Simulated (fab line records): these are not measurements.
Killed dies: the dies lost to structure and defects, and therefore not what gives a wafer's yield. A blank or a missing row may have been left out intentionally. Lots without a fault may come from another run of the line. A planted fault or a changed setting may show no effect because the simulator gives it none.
Which tool was responsible?	flow n5 finfet	24 lots, 72 wafers sampled, at 2 steps of a route of 1938

WHAT EACH GAUGE READ, for each wafer
N5_BEOL_M1_CD_MEAS_18: pitch 36 nm, target cd 18 nm. Usual: 18.0 nm for cd nm, sd 0.35.
lot	measured	on	cd nm (nm)	flag
L074	day 6 06:17	cd sem-02	17.4 18.3 17.8	
L075	day 6 18:15	cd sem-01	17.8 18.1 18.0	
L077	day 6 20:16	cd sem-02	18.8 18.1 18.8	
L076	day 6 23:58	cd sem-02	18.1 18.4 18.2	
L078	day 7 04:02	cd sem-01	17.4 18.2 18.1	
L079	day 7 15:33	cd sem-02	18.1 18.4 17.9	
L080	day 7 18:08	cd sem-03	18.3 18.4 18.5	
L081	day 8 00:04	cd sem-01	18.1 17.6 18.1	
L082	day 8 11:38	cd sem-02	18.6 18.0 17.6	
L083	day 8 18:01	cd sem-01	17.5 18.3 18.5	
L084	day 8 20:42	cd sem-02	17.9 18.5 18.4	
L085	day 9 07:33	cd sem-03	17.9 18.2 18.4	
L086	day 9 10:56	cd sem-01	18.0 18.1 17.7	
L087	day 9 14:44	cd sem-02	17.7 17.6 18.1	
L088	day 9 20:04	cd sem-03	18.2 18.0 17.4	
L089	day 10 00:25	cd sem-02	17.8 17.9 18.0	
L090	day 10 08:34	cd sem-02	18.0 18.1 17.8	
L091	day 10 08:53	cd sem-02	17.4 18.1 18.4	
L092	day 10 17:26	cd sem-03	18.0 17.7 18.4	
L093	day 10 23:18	cd sem-02	17.9 17.7 17.6	
L094	day 11 09:08	cd sem-01	18.2 18.2 18.0	
L095	day 11 12:28	cd sem-03	17.8 18.0 17.8	
L096	day 12 02:16	cd sem-01	17.9 18.3 17.9	
L097	day 12 02:26	cd sem-02	18.0 17.6 17.4	

N5_BEOL_M1_OVL_MEAS_29. Usual: V0_OVL 0.1 nm, standard deviation 0.64.
lot	measured	on	V0_OVL (nm)	flag
L074	day 6 06:46	overlay-02	-0.5 -1.2 -1.1	
L075	day 6 18:38	overlay-01	0.1 1.2 0.2	
L077	day 6 20:44	overlay-01	0.8 0.5 0.7	
L076	day 7 00:26	overlay-02	-0.5 -0.1 -1.1	
L078	day 7 04:23	overlay-01	0.5 0.1 0.1	
L079	day 7 15:58	overlay-01	-0.9 0.6 -0.1	
L080	day 7 18:52	overlay-01	1.0 0.4 0.1	
L081	day 8 00:33	overlay-02	0.6 0.1 -0.2	
L082	day 8 12:07	overlay-01	0.9 0.4 0.6	
L083	day 8 18:30	overlay-01	-0.2 -0.3 -0.2	
L084	day 8 21:03	overlay-01	1.0 0.7 1.3	
L085	day 9 08:02	overlay-01	-0.5 -0.3 -0.5	
L086	day 9 11:24	overlay-01	1.1 0.6 -0.2	
L087	day 9 15:13	overlay-02	-0.1 -0.7 0.6	
L088	day 9 20:25	overlay-01	0.0 -0.8 0.0	
L089	day 10 00:46	overlay-01	-0.1 0.2 -0.2	
L090	day 10 09:02	overlay-02	1.1 -0.1 0.6	
L091	day 10 09:22	overlay-01	-0.4 -0.2 0.5	
L092	day 10 17:55	overlay-01	1.3 0.5 0.9	
L093	day 10 23:39	overlay-01	0.7 1.8 0.9	
L094	day 11 09:29	overlay-01	-0.7 -0.7 -0.3	
L095	day 11 12:57	overlay-01	-0.9 -1.1 -0.9	
L096	day 12 02:38	overlay-01	-0.3 1.4 0.6	
L097	day 12 02:55	overlay-01	0.8 0.3 0.0	

WHICH TOOL RAN EACH LOT (tool, then ch and the chambers of the sampled wafers, then the start)
The record holds no process step before these readings.

WHAT THE TOOLS THEMSELVES READ (means of the sampled wafers that have a number; where no wafer has one, the mark that the record gives instead)
The record holds no such reading with a usual standard deviation.

THE ANSWER, worked out from the rows above alone
Rule: a lot is off if the mean of its wafers that have a number lies more than 3 standard deviations from the usual mean. Also off: a lot with no number at a reading for which 4 or more lots have one. The other lots that the step has rows for count as sound. Order of review: gauges by route order, followed by the tools' own readings, for which a lot's mean as printed above is used. The first step at which some lot is off is used, and at that step the reading that is off furthest; a lot without a number counts as furthest.
No lot is off at any reading shown: from this, nothing can be told.

WHAT THE SIMULATOR HAD INSERTED
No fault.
